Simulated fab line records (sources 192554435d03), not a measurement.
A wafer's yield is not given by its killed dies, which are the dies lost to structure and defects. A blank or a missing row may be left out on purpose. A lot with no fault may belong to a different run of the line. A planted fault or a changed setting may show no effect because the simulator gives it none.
Chamber matching + flow n5Finfet + 4 sister chambers for N5_FIN_SAQP_ETCH_51 on rieDiel-05
The step etches SiARC in CF4, target depth 45.5 nm, time 75.8 s. 8 wafers are shown with their chamber, then 7 later ones without.

WAFERS, EACH WITH ITS CHAMBER
| wafer  | chamber | throttleValvePct (%) | showerheadPlenumPTorr (Torr) |
|--------|---------|----------------------|------------------------------|
| L081.5 | 1       | 15.66                | 2.120                        |
| L082.1 | 3       | 16.00                | 2.136                        |
| L082.5 | 2       | 15.63                | 2.062                        |
| L085.1 | 0       | 15.55                | 2.120                        |
| L085.2 | 1       | 15.67                | 2.117                        |
| L085.3 | 2       | 15.65                | 2.060                        |
| L086.3 | 3       | 16.01                | 2.133                        |
| L086.4 | 0       | 15.56                | 2.120                        |

WAFERS WITHOUT THEIR CHAMBER
| wafer  | throttleValvePct (%) | showerheadPlenumPTorr (Torr) |
|--------|----------------------|------------------------------|
| L086.5 | 15.56                | 2.121                        |
| L088.2 | 15.69                | 2.115                        |
| L088.4 | 15.58                | 2.119                        |
| L088.6 | 15.65                | 2.057                        |
| L095.2 | 15.70                | 2.052                        |
| L095.5 | 16.05                | 2.127                        |
| L095.6 | 15.69                | 2.052                        |

WHICH CHAMBER EACH WENT THROUGH
| wafer  | from the rows above | in truth |
|--------|---------------------|----------|
| L086.5 | 0                   | 0        |
| L088.2 | 1                   | 1        |
| L088.4 | 0                   | 0        |
| L088.6 | 2                   | 2        |
| L095.2 | 2                   | 2        |
| L095.5 | 3                   | 3        |
| L095.6 | 2                   | 2        |
Correctly placed: 7 of 7. Not placeable from these rows: 0. 0 placed wrongly.
How it was worked out, from the rows above alone: a wafer's distance from a chamber is the root of the sum, over the readings, of the square of ((its reading less the chamber's mean) divided by the reading's scatter). If the next closest chamber is less than 2 further off than the closest, the wafer can't be placed; otherwise it belongs to the closest. A chamber's mean is the mean of its shown wafers. The scatter: the root of (the sum of the squares of (reading less its chamber's mean) over the shown wafers, divided by (wafers less chambers)).
